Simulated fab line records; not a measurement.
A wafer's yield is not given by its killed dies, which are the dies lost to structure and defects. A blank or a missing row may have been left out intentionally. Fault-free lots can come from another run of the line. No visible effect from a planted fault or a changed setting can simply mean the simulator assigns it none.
Chamber matching | flow nand-harc | NHARC_A_STAIRCASE_ETCHBACK_422 on rie-diel-09 has 4 sister chambers
The step etches the open film in CH3F/O2, target depth 40 nm, time 74.286 s. 4 wafers are shown with their chamber, then 7 later ones without.

== WAFERS WITH THEIR CHAMBER ==
wafer  | chamber | showerhead-plenum-p-Torr (Torr)
L080.1 | 3       | 2.31
L084.6 | 2       | 2.45
L088.1 | 0       | 2.39
L088.5 | 1       | 2.54

== WAFERS WITHOUT THEIR CHAMBER ==
wafer  | showerhead-plenum-p-Torr (Torr)
L088.6 | 2.44
L091.1 | 2.30
L091.2 | 2.54
L091.3 | 2.39
L097.1 | 2.53
L097.2 | 2.30
L097.4 | 2.39

== WHICH CHAMBER EACH ONE RAN IN ==
wafer  | from the rows above | in truth
L088.6 | 2                   | 2
L091.1 | 3                   | 3
L091.2 | 1                   | 1
L091.3 | 0                   | 0
L097.1 | 1                   | 1
L097.2 | 3                   | 3
L097.4 | 0                   | 0
Correct placement for 7 of the 7. Not placeable from these rows: 0. Number placed wrongly: 0.
How it was worked out, from the rows above alone: a wafer's distance from a chamber is the root of the sum, over the readings, of the square of ((its reading less the chamber's mean) divided by the reading's scatter). If the next closest chamber is less than 2 further off than the closest, the wafer can't be placed; otherwise it belongs to the closest. A chamber's mean is the mean of its shown wafers. The scatter (one wafer shown for each chamber): square how far every hidden wafer sits from the nearest shown wafer, average those squares and take the square root.
